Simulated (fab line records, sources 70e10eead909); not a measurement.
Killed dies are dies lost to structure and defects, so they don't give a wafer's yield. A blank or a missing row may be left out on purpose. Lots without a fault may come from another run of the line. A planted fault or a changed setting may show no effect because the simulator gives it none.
A struck lot beside a sound one | flow nand_harc | 40 steps out of a route of 1159
Sound: wafers L447.1, L447.3, L447.4. Struck: wafers L452.2, L452.3. The cause comes at the end.
At each step with rows: each side's tool, then ch and its chambers, then its first start. Under that, the readings that differ: sound wafers | struck wafers | difference of the means | sigmas: that difference in standard deviations of wafers without a fault.
alike: readings whose means differ by less than 2 such deviations, and words and numbers that are the same on both sides. not compared: withheld readings, readings that some wafer has no value for, bounds like >300 that may hide the same value, and numbers for which the record gives no deviation and whose values overlap.
The two part at a step that has a row with sigmas, a row that says differs or no value, or rows on one side only. Numbers that don't overlap but have no deviation are shown without sigmas and don't part them. A reading that every wafer of one side lacks parts them only if that side has two wafers or more.

NHARC_A_BONDPAD_THK_MEAS_20: measures by xrf.
  sound on film_metro-02, day 18 11:44; struck on film_metro-01, day 20 19:07
  alike: thk_nm
then, 1 step without rows for these wafers: NHARC_A_BONDPAD_SRD_21 (time 30 s, dry time 20 s).
NHARC_A_BONDPAD_INSPECT_23:
  sound on defect_inspect-02, day 18 11:56; struck on defect_inspect-01, day 20 19:19
  alike: raw_defect_count
NHARC_HYBRID_BOND_ACTIVATE_00: chemistry N2, time 60 s.
  sound on rie_diel-09 ch 0,2,3, day 18 12:00; struck on rie_diel-09 ch 1,2, day 20 19:23
  reading                | sound    | struck | difference | sigmas
  rf_hours_counter_h (h) | 14 13 12 | 2 3    | -10        |
  alike: drypump_motor_current_A, mfc_ar_sccm, oes_product_au, rf_vpp_V, showerhead_plenum_p_Torr
then, 4 steps without rows for these wafers: NHARC_HYBRID_BOND_PRECLEAN_01 (cleans in DIW, time 300 s); NHARC_HYBRID_BOND_SRD_02 (time 30 s, dry time 20 s); NHARC_HYBRID_BOND_BOND_03; NHARC_HYBRID_BOND_ANNEAL_04 (time 7200 s).
NHARC_HYBRID_BOND_OVL_MEAS_05:
  sound on overlay-01, day 18 21:36; struck on overlay-02, day 21 02:26
  alike: overlay_x_nm, overlay_y_nm
NHARC_HYBRID_BOND_INSPECT_06: inspects for defects (ir void).
  sound on defect_inspect-02, day 18 21:40; struck on defect_inspect-02, day 21 02:30
  alike: raw_defect_count
NHARC_THIN_TSV_GRIND_00:
  sound on grinder-01 ch 0, day 18 23:01; struck on grinder-01 ch 0, day 21 05:15
  alike: motor_current_A
NHARC_THIN_TSV_CMP_01: polishes.
  sound on cmp-01 ch 0,1,2, day 19 00:14; struck on cmp-03 ch 0,3, day 21 06:20
  alike: motor_current_A, retaining_ring_pressure_frac
then, 12 steps without rows for these wafers: NHARC_THIN_TSV_SRD_03; NHARC_THIN_TSV_PRECLEAN_41 (cleans in SC1); NHARC_THIN_TSV_SRD_42; NHARC_THIN_TSV_DEP_43 (deposits SiO2, target thk 1328.5 nm); NHARC_THIN_TSV_DEHYDRATE_04 (time 120 s); NHARC_THIN_TSV_HMDS_05 (time 30 s); NHARC_THIN_TSV_COAT_06; NHARC_THIN_TSV_SOFTBAKE_07 (time 95 s); NHARC_THIN_TSV_EBR_08; NHARC_THIN_TSV_EXPOSE_09 (exposes mask TSV); NHARC_THIN_TSV_PEB_10 (peb time 85 s); NHARC_THIN_TSV_DEVELOP_11 (time 70 s).
NHARC_THIN_TSV_CD_MEAS_12: target cd 1000 nm.
  sound on cd_sem-02 ch 0, day 19 01:34; struck on cd_sem-02 ch 0, day 21 07:44
  alike: cd_nm
then, 4 steps without rows for these wafers: NHARC_THIN_TSV_HARDBAKE_13 (time 80 s); NHARC_THIN_TSV_DESCUM_14 (chemistry O2, time 3 s); NHARC_THIN_TSV_ETCH_44 (etches the open film in CF4/O2, target depth 1594.2 nm, time 797.1 s); NHARC_THIN_TSV_ETCH_15 (target depth 3000 nm, bosch target overetch cycles 2, bosch etch step 2.8 s).
NHARC_THIN_TSV_CD_MEAS_16:
  sound on cd_sem-03, day 19 02:35; struck on cd_sem-02, day 21 08:42
  alike: cd_nm
NHARC_THIN_TSV_STRIP_45: strips in O2.
  sound on plasma_asher-01 ch 0,1, day 19 02:39; struck on plasma_asher-01 ch 0,1, day 21 08:49
  alike: drypump_motor_current_A, heater_power_w
  not compared: rf_hours_counter_h
then, 4 steps without rows for these wafers: NHARC_THIN_TSV_STRIP_46 (strips in post etch residue remover, time 1200 s); NHARC_THIN_TSV_DEP_47 (deposits SiO2, target thk 200 nm); NHARC_THIN_TSV_ETCHBACK_48 (etches the open film in C4F8/Ar, target depth 1028.5 nm, time 405.17 s); NHARC_THIN_TSV_STRIP_62 (strips in N2/H2, time 20 s).
NHARC_THIN_TSV_DEGAS_49: time 120 s.
  sound on pvd_sputter-02, day 19 04:28; struck on pvd_sputter-02, day 21 10:37
  alike: heater_power_w, susceptor_temp_C
NHARC_THIN_TSV_PRE_CLEAN_50: time 30 s.
  sound on pvd_sputter-02; struck on pvd_sputter-02
  alike: heater_power_w, susceptor_temp_C
then, 2 steps without rows for these wafers: NHARC_THIN_TSV_PVD_19 (deposits TaN, target thk 20 nm); NHARC_THIN_TSV_PVD_51 (deposits Cu, target thk 100 nm).
NHARC_END_SORT_01:
  the record has rows for the struck wafers here (prober-02 ch 0, day 22 06:39) and none for the sound ones

WHERE THEY PART
Only at NHARC_END_SORT_01, within this record.

WHY: what the simulator had put in
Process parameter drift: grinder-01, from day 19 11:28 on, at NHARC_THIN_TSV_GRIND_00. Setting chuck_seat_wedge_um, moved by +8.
